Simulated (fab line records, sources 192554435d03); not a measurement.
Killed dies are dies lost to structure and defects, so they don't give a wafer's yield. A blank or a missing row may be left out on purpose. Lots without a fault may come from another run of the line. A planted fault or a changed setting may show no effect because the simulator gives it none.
fab line records | flow n5_finfet
record lots=6 wafers=18 last_day=17
route steps=1938 shown BEOL_M4@1105 BEOL_M5@1112
lots that met no fault: from a run of the same line without faults
start_h: hours from the record's first day to the start of the lot's first wafer shown | wait_h: hours since the lot's step before | " the same as in the row above | L1.1+2: a row that stands for several wafers | - no value, or no start given | * or withheld: withheld | < > ~ a bound
route shown NAME@n: a module of which the file shows steps, and the number in the route of the first | usual: mean/standard deviation of fault-free wafers | same: alike in all rows | chamber/n: place in a boat | sites: the reading at each site | _std_site: their standard deviation | _edge_site: outer sites' mean less inner sites' | radius_mm: how far each site lies from the wafer's centre | mask NAME#n: copy n | behind: the tool/chamber that last shaped the wafer | hold: why the lot was held/for how many hours/how that ended | device: the transistor (n, p or np) that didn't switch | end of line: the same wafers' tests at the end of the route | a step without rows: its recipe alone | killed: dies lost to structure and defects at the first sort, not the wafer's yield | map: a wafer's dies, x killed, . not, _ none there
set.NAME: the setting as run; set.NAME@STEP: as run at that earlier step | model.NAME: the simulator's own value behind a step, which no gauge read
lots at some steps of the route; a table a step, a row a wafer
services: from which hour (start_h, from the record's first day; less than 0 if before it) a tool's chamber was out of use, for how many hours, and why
## steps
# step N5_BEOL_M4_PRE_CLEAN_60
# recipe gas=NH3/H2 time_s=15 temp_c=* rf_power_w=300
# usual heater_power_outer_w=28/10 heater_power_w=98/17 susceptor_temp_C=*
# columns lot.wafer tool chamber start_h wait_h heater_power_outer_w heater_power_w susceptor_temp_C
L644.3 cvd_co-01 0 173.78 0.1 37 111 *
L644.4 " 0 " " 37 109 *
L644.6 " 2 " " 22 91 *
L645.1 cvd_co-01 0 185.17 0.0 36 113 *
L645.3 " 1 " " 40 122 *
L645.6 " 2 " " 23 91 *
L646.1 cvd_co-01 2 193.09 0.0 23 90 *
L646.2 " 0 " " 37 113 *
L646.4 " 0 " " 37 113 *
L658.3 cvd_co-01 0 263.12 0.0 37 116 *
L658.5 " 2 " " 23 91 *
L658.6 " 1 " " 39 119 *
L664.4 cvd_co-02 1 286.12 0.1 25 81 *
L664.5 " 2 " " 25 99 *
L664.6 " 0 " " 9 71 *
L666.2 cvd_co-02 2 303.86 0.1 24 98 *
L666.4 " 0 " " 9 72 *
L666.5 " 1 " " 25 82 *
# step N5_BEOL_M4_CO_CAP_55
# recipe material=Co target_thk_a=20 temp_c=200 precursor=CCTBA/H2 pressure_torr=30 time_s=102.1
# usual heater_power_outer_w=132/13 heater_power_w=252/21 susceptor_temp_C=200.01/0.16
# columns lot.wafer tool chamber start_h wait_h heater_power_outer_w heater_power_w susceptor_temp_C
L644.3 cvd_co-01 0 173.82 0.0 144 270 200.12
L644.4 " 0 " " 144 272 200.10
L644.6 " 2 " " 127 241 199.98
L645.1 cvd_co-01 0 185.21 0.0 141 274 200.19
L645.3 " 1 " " 151 280 200.12
L645.6 " 2 " " 126 243 199.91
L646.1 cvd_co-01 2 193.13 0.0 127 243 200.08
L646.2 " 0 " " 148 265 199.85
L646.4 " 0 " " 147 270 199.74
L658.3 cvd_co-01 0 263.16 0.0 146 269 200.05
L658.5 " 2 " " 126 243 199.90
L658.6 " 1 " " 150 276 199.81
L664.4 cvd_co-02 1 286.18 0.0 128 234 200.27
L664.5 " 2 " " 132 248 200.09
L664.6 " 0 " " 111 216 199.95
L666.2 cvd_co-02 2 303.90 0.0 128 255 199.79
L666.4 " 0 " " 108 221 199.99
L666.5 " 1 " " 128 231 199.81
# step N5_BEOL_M4_PRE_CLEAN_56
# recipe gas=NH3 time_s=15 temp_c=withheld rf_power_w=300
# step N5_BEOL_M4_DEP_57
# recipe material=SiCN target_thk_a=80 temp_c=withheld precursor=3MS/NH3 pressure_torr=3 rf_w=202 time_s=14
# step N5_BEOL_M4_RS_MEAS_58
# recipe thk_meas_gauge=four-point-probe reads=Co_of_BEOL_M4_CO_CAP_55+Cu_of_BEOL_M4_ECD_50+Co_of_BEOL_M4_CVD_47+TaN_of_BEOL_M4_ALD_84
# usual M4_RS=0.672/0.027
# columns lot.wafer tool chamber start_h wait_h M4_RS[ohm/sq]
L644.3 film_metro-01 - 174.01 0.1 0.649
L644.4 " - " " 0.663
L644.6 " - " " 0.656
L645.1 film_metro-01 - 185.39 0.0 0.709
L645.3 " - " " 0.682
L645.6 " - " " 0.676
L646.1 film_metro-02 - 193.31 0.0 0.711
L646.2 " - " " 0.741
L646.4 " - " " 0.715
L658.3 film_metro-02 - 263.34 0.1 0.699
L658.5 " - " " 0.661
L658.6 " - " " 0.652
L664.4 film_metro-01 - 286.33 0.0 0.757
L664.5 " - " " 0.731
L664.6 " - " " 0.757
L666.2 film_metro-02 - 304.09 0.1 0.658
L666.4 " - " " 0.653
L666.5 " - " " 0.679
# step N5_BEOL_M4_INSPECT_59
# recipe inspect_instrument=darkfield mode=post_dep
# usual raw_defect_count=76/26
# columns lot.wafer tool chamber start_h wait_h raw_defect_count
L644.3 defect_inspect-01 - 174.04 0.0 66
L644.4 " - " " 61
L644.6 " - " " 151
L645.1 defect_inspect-02 - 185.42 0.0 60
L645.3 " - " " 65
L645.6 " - " " 112
L646.1 defect_inspect-01 - 193.35 0.0 74
L646.2 " - " " 117
L646.4 " - " " 85
L658.3 defect_inspect-02 - 263.37 0.0 79
L658.5 " - " " 76
L658.6 " - " " 61
L664.4 defect_inspect-01 - 286.36 0.0 93
L664.5 " - " " 86
L664.6 " - " " 62
L666.2 defect_inspect-01 - 304.11 0.0 59
L666.4 " - " " 61
L666.5 " - " " 53
# step N5_BEOL_M4_RC_MEAS_101
# usual DIBL_N=36.5/1.4 DIBL_P=36.6/1.6 IOFF_N=0.160/0.024 IOFF_P=0.217/0.029 ION_N=674/8.7 ION_P=464/6.5 SS_N=71.6/0.47 SS_P=73.4/0.57 VT_N=250.0/2.5 VT_P=-250/3.1
# columns lot.wafer tool chamber start_h wait_h DIBL_N[mV/V] DIBL_P[mV/V] IOFF_N[nA/um] IOFF_P[nA/um] ION_N[uA/um] ION_P[uA/um] SS_N[mV/dec] SS_P[mV/dec] VT_N[mV] VT_P[mV]
L644.3 prober-02 0 174.38 0.3 33.7 35.3 0.136 0.191 658 461 71.6 73.3 250.9 -249
L644.4 " 0 " " 35.1 36.5 0.151 0.205 681 473 72.4 73.4 251.0 -249
L644.6 " 0 " " 32.8 33.8 0.116 0.167 668 465 71.3 72.4 256.0 -254
L645.1 prober-01 0 185.45 0.0 37.1 37.6 0.187 0.222 687 466 72.2 73.6 246.3 -249
L645.3 " 0 " " 35.5 35.4 0.145 0.185 666 458 71.4 73.0 250.0 -252
L645.6 " 0 " " 35.0 34.4 0.145 0.177 667 456 71.6 72.6 251.0 -253
L646.1 prober-02 0 193.37 0.0 34.3 34.4 0.136 0.202 668 461 71.2 73.3 251.5 -251
L646.2 " 0 " " 35.2 35.9 0.161 0.228 676 469 71.1 73.3 248.2 -248
L646.4 " 0 " " 35.5 36.4 0.161 0.226 675 464 71.3 73.7 249.8 -250
L658.3 prober-01 0 263.70 0.3 35.9 35.6 0.140 0.198 660 462 70.6 73.2 252.2 -248
L658.5 " 0 " " 36.3 36.7 0.148 0.212 661 457 71.5 73.2 251.1 -250
L658.6 " 0 " " 36.8 37.0 0.166 0.221 688 470 71.1 73.2 248.1 -246
L664.4 prober-01 0 286.84 0.5 35.6 35.8 0.148 0.229 680 473 71.2 73.2 249.0 -248
L664.5 " 0 " " 37.5 37.4 0.180 0.263 685 473 71.9 73.4 247.9 -243
L664.6 " 0 " " 34.8 34.1 0.131 0.214 668 469 71.3 73.2 252.6 -248
L666.2 prober-02 0 304.29 0.2 38.1 38.6 0.208 0.260 689 466 71.6 73.7 244.8 -247
L666.4 " 0 " " 37.4 36.5 0.174 0.223 680 465 72.1 73.2 249.1 -249
L666.5 " 0 " " 37.2 36.6 0.172 0.221 677 460 71.8 73.5 249.9 -250
# step N5_BEOL_M5_ILD_DEP_00
# recipe material=SiCOH_lowk target_thk_a=1406.4 temp_c=300 precursor=DEMS/porogen pressure_torr=5 rf_w=500 time_s=25.9
# step N5_BEOL_M5_CURE_79
# recipe temp_c=385 time_s=240 ambient=He/Ar material=SiCOH_lowk
# usual lamp_power_pct=52.30/0.056 wafer_temp_C_max=386.7/0.46
# columns lot.wafer tool chamber start_h wait_h lamp_power_pct wafer_temp_C_max
L644.3 uv_cure-03 1 175.25 0.2 52.34 387.8
L644.4 " 1 " " 52.34 387.8
L644.6 " 1 " " 52.32 387.9
L645.1 uv_cure-01 2 186.51 0.1 52.37 386.1
L645.3 " 2 " " 52.24 386.3
L645.6 " 2 " " 52.31 386.3
L646.1 uv_cure-03 2 194.42 0.1 52.33 386.7
L646.2 " 2 " " 52.34 387.5
L646.4 " 2 " " 52.25 386.7
L658.3 uv_cure-01 2 264.58 0.2 52.29 386.9
L658.5 " 2 " " 52.32 386.8
L658.6 " 2 " " 52.26 386.1
L664.4 uv_cure-02 0 287.88 0.5 52.29 386.5
L664.5 " 0 " " 52.31 386.3
L664.6 " 0 " " 52.31 386.8
L666.2 uv_cure-02 1 305.25 0.1 52.26 386.3
L666.4 " 1 " " 52.26 386.4
L666.5 " 1 " " 52.36 386.7
# step N5_BEOL_M5_THK_MEAS_01
# recipe reads=SiCOH_lowk_of_BEOL_M5_ILD_DEP_00
# usual M5_ILD_THK=120.6/1.5
# columns lot.wafer tool chamber start_h wait_h M5_ILD_THK[nm]
L644.3 film_metro-01 - 175.60 0.3 119.8
L644.4 " - " " 119.9
L644.6 " - " " 121.4
L645.1 film_metro-02 - 187.02 0.4 120.0
L645.3 " - " " 118.1
L645.6 " - " " 121.1
L646.1 film_metro-01 - 194.94 0.4 119.2
L646.2 " - " " 119.3
L646.4 " - " " 121.3
L658.3 film_metro-01 - 264.93 0.3 117.8
L658.5 " - " " 119.4
L658.6 " - " " 121.9
L664.4 film_metro-02 - 288.40 0.4 121.0
L664.5 " - " " 121.1
L664.6 " - " " 121.5
L666.2 film_metro-02 - 305.68 0.4 119.9
L666.4 " - " " 121.7
L666.5 " - " " 122.1
# step N5_BEOL_M5_PECVD_70
# recipe material=SiO2 target_thk_a=160 temp_c=400 precursor=TEOS/O2 pressure_torr=5.5 rf_w=450 teos_flow_sccm=53.8 gas=O2 flow_sccm=3000 time_s=18
# usual heater_power_outer_w=426/66 heater_power_w=710/95 showerhead_plenum_p_Torr=8.77/0.066 susceptor_temp_C=400.00/0.21 throttle_valve_pct=22.1/1.1
# columns lot.wafer tool chamber start_h wait_h heater_power_outer_w heater_power_w showerhead_plenum_p_Torr susceptor_temp_C throttle_valve_pct
L644.3 pecvd-03 0 175.64 0.0 396 717 8.83 400.29 22.8
L644.4 " 0 " " 390 722 8.84 400.50 23.0
L644.6 " 1 " " 477 713 8.82 400.19 24.5
L645.1 pecvd-04 2 187.06 0.0 485 776 8.73 399.77 20.8
L645.3 " 0 " " 375 639 8.72 399.87 21.8
L645.6 " 2 " " 486 775 8.74 400.05 20.8
L646.1 pecvd-01 0 194.97 0.0 429 699 8.72 400.12 22.3
L646.2 " 1 " " 383 638 8.89 400.14 22.4
L646.4 " 2 " " 387 628 8.69 399.94 21.0
L658.3 pecvd-03 1 264.97 0.0 414 652 8.81 399.98 24.5
L658.5 " 0 " " 503 876 8.83 400.12 22.8
L658.6 " 2 " " 426 789 8.72 399.61 21.0
L664.4 pecvd-01 1 288.45 0.1 323 546 8.90 399.80 22.5
L664.5 " 0 " " 465 759 8.76 399.89 22.5
L664.6 " 2 " " 403 676 8.70 400.24 21.4
L666.2 pecvd-01 0 305.72 0.0 472 751 8.73 400.28 22.1
L666.4 " 2 " " 395 639 8.69 400.23 21.2
L666.5 " 0 " " 476 745 8.73 399.92 22.4
# step N5_BEOL_M5_HM_DEP_02
# recipe material=TiN target_thk_a=200 temp_c=25 chamber_pressure_pa=0.49996
# usual susceptor_temp_C=25.00/0.1 throttle_valve_pct=30.2/1.1
# columns lot.wafer tool chamber start_h wait_h susceptor_temp_C throttle_valve_pct
L644.3 pvd_sputter-02 - 178.60 2.9 25.01 30.6
L644.4 " - " " 24.82 30.4
L644.6 " - " " 24.88 30.2
L645.1 pvd_sputter-03 - 188.91 1.8 25.01 28.9
L645.3 " - " " 25.12 32.0
L645.6 " - " " 25.34 31.8
L646.1 pvd_sputter-01 - 195.50 0.5 24.98 30.3
L646.2 " - " " 24.98 30.2
L646.4 " - " " 25.14 29.9
L658.3 pvd_sputter-02 - 266.01 1.0 25.11 28.3
L658.5 " - " " 25.11 28.2
L658.6 " - " " 25.11 30.3
L664.4 pvd_sputter-03 - 288.69 0.2 24.87 30.1
L664.5 " - " " 24.93 30.2
L664.6 " - " " 24.90 31.9
L666.2 pvd_sputter-01 - 306.99 1.3 25.08 29.5
L666.4 " - " " 24.95 30.3
L666.5 " - " " 24.88 30.1
# step N5_BEOL_M5_COAT_59
# recipe resist=SOC temp_c=250 time_s=60 spin_rpm=1500 resist_thk_nm=60
# usual heater_power_total_W=500.3/1.7 plate_temp_C=250.01/0.14 resist_line_temp_C=22.97/0.096
# columns lot.wafer tool chamber start_h wait_h heater_power_total_W plate_temp_C resist_line_temp_C
L644.3 litho_track-05 0 178.72 0.1 498.5 250.09 23.10
L644.4 " 0 " " 501.7 250.16 22.93
L644.6 " 0 " " 498.5 250.03 22.94
L645.1 litho_track-05 0 189.04 0.1 507.7 252.97 22.84
L645.3 " 0 " " 503.8 252.92 22.75
L645.6 " 0 " " 508.8 252.86 23.10
L646.1 litho_track-05 0 195.63 0.1 504.2 252.99 23.02
L646.2 " 0 " " 507.4 252.80 23.12
L646.4 " 0 " " 508.6 252.68 22.95
L658.3 litho_track-05 0 266.14 0.1 500.0 250.03 22.97
L658.5 " 0 " " 497.5 250.24 22.94
L658.6 " 0 " " 499.0 250.12 23.08
L664.4 litho_track-05 0 288.82 0.1 499.4 250.16 23.03
L664.5 " 0 " " 501.5 250.08 22.94
L664.6 " 0 " " 499.6 250.01 22.87
L666.2 litho_track-01 0 307.12 0.1 498.8 250.04 22.95
L666.4 " 0 " " 502.5 249.85 22.85
L666.5 " 0 " " 503.1 250.20 22.89
# step N5_BEOL_M5_COAT_60
# recipe resist=SiARC temp_c=220 time_s=60 spin_rpm=1500 resist_thk_nm=12
## services
# columns tool chamber start_h hours kind
uv_cure-01 - 155.81 1.0 pm
uv_cure-03 - 167.27 0.3 repair
pvd_sputter-03 - 168.44 10.5 repair
pecvd-03 1 182.27 23.1 repair
uv_cure-03 - 194.90 7.5 pm
pecvd-04 1 199.92 5.5 scheduled_down
uv_cure-02 - 200.93 1.8 repair
pecvd-03 - 204.38 14.6 pm
pecvd-04 2 239.49 10.0 repair
pecvd-04 2 249.51 2.1 scheduled_down
pecvd-03 2 250.98 2.1 scheduled_down
litho_track-01 - 261.24 - consumable_replace:filter
cvd_co-01 - 264.18 1.5 repair
uv_cure-01 - 272.45 1.2 repair
pecvd-01 1 273.93 5.5 scheduled_down
pecvd-03 - 275.77 0.4 repair
pecvd-03 - 280.65 5.5 pm
uv_cure-01 - 301.21 7.1 pm
## key
first_sign step=N5_BEOL_M5_COAT_59 reading=plate_temp_C direction=up sigmas=21 usual=* struck=*
effect step=N5_BEOL_M5_COAT_59 reading=heater_power_total_W direction=up sigmas=3.7 usual=* struck=*
met_at N5_BEOL_M5_COAT_59
struck_wafers L645.1,L645.3,L645.6,L646.1,L646.2,L646.4
onset_between 178.72 189.04
fault kind=process_parameter_drift tool=litho_track-05 chamber=- onset_h=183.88 steps=N5_BEOL_M5_COAT_59 channel=temp_c offset=* shape=step end_h=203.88 acts_in=* stated=*
